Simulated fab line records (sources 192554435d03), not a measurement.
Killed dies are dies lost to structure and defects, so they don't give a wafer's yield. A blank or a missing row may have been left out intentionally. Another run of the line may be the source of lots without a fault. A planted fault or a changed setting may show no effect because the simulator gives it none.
Split-lot trial / flow n5 finfet / route with 1938 steps; 7 lots, 39 wafers read

THE SPLIT ITSELF
At N5_DUMMY_GATE_ETCH_31 (etches SiO2 in C4F6/O2, target depth 82.5 nm, time 27.5 s), the setting target depth a was moved away from the recipe's 825 angstrom on 18 of the 39 wafers read, by -52.2% to +48.4%. All remaining wafers had this setting at the recipe value.

Reading taken at the split's own step.

THE READING
SOC_of_DUMMY_GATE_COAT_34.thk nm (the simulator's own value, which no gauge read), in nm, at N5_DUMMY_GATE_ETCH_31 (etches SiO2 in C4F6/O2, target depth 82.5 nm, time 27.5 s). The file gives no usual value for it. Here, 21 wafers ran the recipe; their average is 51.8 nm with a standard deviation of 0.28 nm.

wafer=L074.1; tool, chamber at the split=rie diel-06, 1; target depth a as run, angstrom=825; against the recipe=recipe; SOC_of_DUMMY_GATE_COAT_34.thk nm, nm=51.6; against lot-mates on the recipe=-
wafer=L074.5; tool, chamber at the split=rie diel-06, 0; target depth a as run, angstrom=825; against the recipe=recipe; SOC_of_DUMMY_GATE_COAT_34.thk nm, nm=52; against lot-mates on the recipe=-
wafer=L074.6; tool, chamber at the split=rie diel-06, 1; target depth a as run, angstrom=825; against the recipe=recipe; SOC_of_DUMMY_GATE_COAT_34.thk nm, nm=51.8; against lot-mates on the recipe=-
wafer=L076.1; tool, chamber at the split=rie diel-05, 0; target depth a as run, angstrom=825; against the recipe=recipe; SOC_of_DUMMY_GATE_COAT_34.thk nm, nm=51.8; against lot-mates on the recipe=-
wafer=L076.2; tool, chamber at the split=rie diel-05, 2; target depth a as run, angstrom=825; against the recipe=recipe; SOC_of_DUMMY_GATE_COAT_34.thk nm, nm=51.8; against lot-mates on the recipe=-
wafer=L076.3; tool, chamber at the split=rie diel-05, 1; target depth a as run, angstrom=1224; against the recipe=+48.4%; SOC_of_DUMMY_GATE_COAT_34.thk nm, nm=47.8; against lot-mates on the recipe=-4.0
wafer=L076.4; tool, chamber at the split=rie diel-05, 3; target depth a as run, angstrom=1224; against the recipe=+48.4%; SOC_of_DUMMY_GATE_COAT_34.thk nm, nm=47.8; against lot-mates on the recipe=-4.0
wafer=L076.5; tool, chamber at the split=rie diel-05, 0; target depth a as run, angstrom=1224; against the recipe=+48.4%; SOC_of_DUMMY_GATE_COAT_34.thk nm, nm=48; against lot-mates on the recipe=-3.8
wafer=L076.6; tool, chamber at the split=rie diel-05, 3; target depth a as run, angstrom=825; against the recipe=recipe; SOC_of_DUMMY_GATE_COAT_34.thk nm, nm=51.8; against lot-mates on the recipe=-
wafer=L077.1; tool, chamber at the split=rie diel-05, 3; target depth a as run, angstrom=502.1; against the recipe=-39.1%; SOC_of_DUMMY_GATE_COAT_34.thk nm, nm=54.6; against lot-mates on the recipe=+3.2
wafer=L077.2; tool, chamber at the split=rie diel-05, 2; target depth a as run, angstrom=502.1; against the recipe=-39.1%; SOC_of_DUMMY_GATE_COAT_34.thk nm, nm=54.8; against lot-mates on the recipe=+3.4
wafer=L077.3; tool, chamber at the split=rie diel-05, 0; target depth a as run, angstrom=825; against the recipe=recipe; SOC_of_DUMMY_GATE_COAT_34.thk nm, nm=51.4; against lot-mates on the recipe=-
wafer=L077.4; tool, chamber at the split=rie diel-05, 1; target depth a as run, angstrom=502.1; against the recipe=-39.1%; SOC_of_DUMMY_GATE_COAT_34.thk nm, nm=54.6; against lot-mates on the recipe=+3.2
wafer=L077.5; tool, chamber at the split=rie diel-05, 2; target depth a as run, angstrom=825; against the recipe=recipe; SOC_of_DUMMY_GATE_COAT_34.thk nm, nm=51.6; against lot-mates on the recipe=-
wafer=L077.6; tool, chamber at the split=rie diel-05, 3; target depth a as run, angstrom=825; against the recipe=recipe; SOC_of_DUMMY_GATE_COAT_34.thk nm, nm=51.2; against lot-mates on the recipe=-
wafer=L078.1; tool, chamber at the split=rie diel-05, 1; target depth a as run, angstrom=565.1; against the recipe=-31.5%; SOC_of_DUMMY_GATE_COAT_34.thk nm, nm=54.8; against lot-mates on the recipe=+3.0
wafer=L078.2; tool, chamber at the split=rie diel-05, 0; target depth a as run, angstrom=825; against the recipe=recipe; SOC_of_DUMMY_GATE_COAT_34.thk nm, nm=51.8; against lot-mates on the recipe=-
wafer=L078.3; tool, chamber at the split=rie diel-05, 3; target depth a as run, angstrom=825; against the recipe=recipe; SOC_of_DUMMY_GATE_COAT_34.thk nm, nm=51.8; against lot-mates on the recipe=-
wafer=L078.4; tool, chamber at the split=rie diel-05, 2; target depth a as run, angstrom=825; against the recipe=recipe; SOC_of_DUMMY_GATE_COAT_34.thk nm, nm=51.8; against lot-mates on the recipe=-
wafer=L078.5; tool, chamber at the split=rie diel-05, 0; target depth a as run, angstrom=565.1; against the recipe=-31.5%; SOC_of_DUMMY_GATE_COAT_34.thk nm, nm=54.6; against lot-mates on the recipe=+2.8
wafer=L078.6; tool, chamber at the split=rie diel-05, 3; target depth a as run, angstrom=565.1; against the recipe=-31.5%; SOC_of_DUMMY_GATE_COAT_34.thk nm, nm=54.6; against lot-mates on the recipe=+2.8
wafer=L093.1; tool, chamber at the split=rie diel-06, 1; target depth a as run, angstrom=524.6; against the recipe=-36.4%; SOC_of_DUMMY_GATE_COAT_34.thk nm, nm=54.6; against lot-mates on the recipe=+2.5
wafer=L093.2; tool, chamber at the split=rie diel-06, 3; target depth a as run, angstrom=825; against the recipe=recipe; SOC_of_DUMMY_GATE_COAT_34.thk nm, nm=52.2; against lot-mates on the recipe=-
wafer=L093.3; tool, chamber at the split=rie diel-06, 2; target depth a as run, angstrom=524.6; against the recipe=-36.4%; SOC_of_DUMMY_GATE_COAT_34.thk nm, nm=54.8; against lot-mates on the recipe=+2.7
wafer=L093.4; tool, chamber at the split=rie diel-06, 0; target depth a as run, angstrom=524.6; against the recipe=-36.4%; SOC_of_DUMMY_GATE_COAT_34.thk nm, nm=54.8; against lot-mates on the recipe=+2.7
wafer=L093.5; tool, chamber at the split=rie diel-06, 0; target depth a as run, angstrom=825; against the recipe=recipe; SOC_of_DUMMY_GATE_COAT_34.thk nm, nm=52; against lot-mates on the recipe=-
wafer=L093.6; tool, chamber at the split=rie diel-06, 3; target depth a as run, angstrom=825; against the recipe=recipe; SOC_of_DUMMY_GATE_COAT_34.thk nm, nm=52; against lot-mates on the recipe=-
wafer=L096.1; tool, chamber at the split=rie diel-01, 2; target depth a as run, angstrom=825; against the recipe=recipe; SOC_of_DUMMY_GATE_COAT_34.thk nm, nm=51.4; against lot-mates on the recipe=-
wafer=L096.2; tool, chamber at the split=rie diel-01, 0; target depth a as run, angstrom=1010; against the recipe=+22.4%; SOC_of_DUMMY_GATE_COAT_34.thk nm, nm=50; against lot-mates on the recipe=-1.7
wafer=L096.3; tool, chamber at the split=rie diel-01, 1; target depth a as run, angstrom=825; against the recipe=recipe; SOC_of_DUMMY_GATE_COAT_34.thk nm, nm=52; against lot-mates on the recipe=-
wafer=L096.4; tool, chamber at the split=rie diel-01, 3; target depth a as run, angstrom=1010; against the recipe=+22.4%; SOC_of_DUMMY_GATE_COAT_34.thk nm, nm=49.8; against lot-mates on the recipe=-1.9
wafer=L096.5; tool, chamber at the split=rie diel-01, 2; target depth a as run, angstrom=1010; against the recipe=+22.4%; SOC_of_DUMMY_GATE_COAT_34.thk nm, nm=49.6; against lot-mates on the recipe=-2.1
wafer=L096.6; tool, chamber at the split=rie diel-01, 3; target depth a as run, angstrom=825; against the recipe=recipe; SOC_of_DUMMY_GATE_COAT_34.thk nm, nm=51.8; against lot-mates on the recipe=-
wafer=L097.1; tool, chamber at the split=rie diel-06, 0; target depth a as run, angstrom=825; against the recipe=recipe; SOC_of_DUMMY_GATE_COAT_34.thk nm, nm=52.4; against lot-mates on the recipe=-
wafer=L097.2; tool, chamber at the split=rie diel-06, 1; target depth a as run, angstrom=825; against the recipe=recipe; SOC_of_DUMMY_GATE_COAT_34.thk nm, nm=51.6; against lot-mates on the recipe=-
wafer=L097.3; tool, chamber at the split=rie diel-06, 3; target depth a as run, angstrom=825; against the recipe=recipe; SOC_of_DUMMY_GATE_COAT_34.thk nm, nm=52.2; against lot-mates on the recipe=-
wafer=L097.4; tool, chamber at the split=rie diel-06, 2; target depth a as run, angstrom=394.2; against the recipe=-52.2%; SOC_of_DUMMY_GATE_COAT_34.thk nm, nm=56.2; against lot-mates on the recipe=+4.1
wafer=L097.5; tool, chamber at the split=rie diel-06, 0; target depth a as run, angstrom=394.2; against the recipe=-52.2%; SOC_of_DUMMY_GATE_COAT_34.thk nm, nm=56.2; against lot-mates on the recipe=+4.1
wafer=L097.6; tool, chamber at the split=rie diel-06, 1; target depth a as run, angstrom=394.2; against the recipe=-52.2%; SOC_of_DUMMY_GATE_COAT_34.thk nm, nm=56.2; against lot-mates on the recipe=+4.1

THE FIT
A straight line over all 39 wafers: SOC_of_DUMMY_GATE_COAT_34.thk nm changes by -0.0822 nm for each +1% of target depth a; r = -0.99; the points scatter about the line by 0.26 nm.
The same after taking each lot's own level away (the mean of its wafers on the recipe; 39 wafers): -0.0813 nm for each +1%; r = -1.00; scatter 0.2 nm.
That fit puts the effect of the largest move of target depth a on the reading at 4.2 nm.
The lots' own levels span 51.40 to 52.07 nm, that is 2.4 times the standard deviation above.
Consequently the slope shifts little with the lot-to-lot level, the two slopes agreeing.
Check: with one of the wafers moved furthest among these (-52.2%) left out of the fit, the line predicts +4.25 nm for it against its lot-mates. Against them it came out at +4.13 nm.

ADDITIONAL SPLITS CARRIED BY THESE WAFERS
These wafers also went through other splits before the reading. Each is held against what the fit with the lots' levels taken away leaves over:
other split on the same wafers=N5_FIN_SAQP_HM_DEP_03 time s; wafers away from the commonest value=12; r with SOC_of_DUMMY_GATE_COAT_34.thk nm (lot level and that fit taken away)=+0.18

THE WHOLE CHAIN: every reading that the file lists as answering this split, in the file's order
step=N5_DUMMY_GATE_ETCH_31; what it does=etches SiO2 in C4F6/O2, target depth 82.5 nm, time 27.5 s; reading=etch.depth nm (the simulator's own value, which no gauge read); change (the file's fit)=+0.82 nm for each +1% of the setting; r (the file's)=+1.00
step=N5_DUMMY_GATE_ETCH_31; what it does=etches SiO2 in C4F6/O2, target depth 82.5 nm, time 27.5 s; reading=SOC_of_DUMMY_GATE_COAT_34.thk nm (the simulator's own value, which no gauge read); change (the file's fit)=-0.0812 nm for each +1% of the setting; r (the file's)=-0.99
step=N5_DUMMY_GATE_ETCH_44; what it does=etches poly-Si in HBr/O2, stops on SiO2, target depth 127.5 nm; reading=oes product au; change (the file's fit)=not straight: 0.369 at the lowest setting, 0.727 at the recipe, 0.737 at the highest; r (the file's)=not given

FILE'S OWN FIT
SOC_of_DUMMY_GATE_COAT_34.thk nm changes by -0.0812 nm for each +1% of target depth a, r = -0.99.
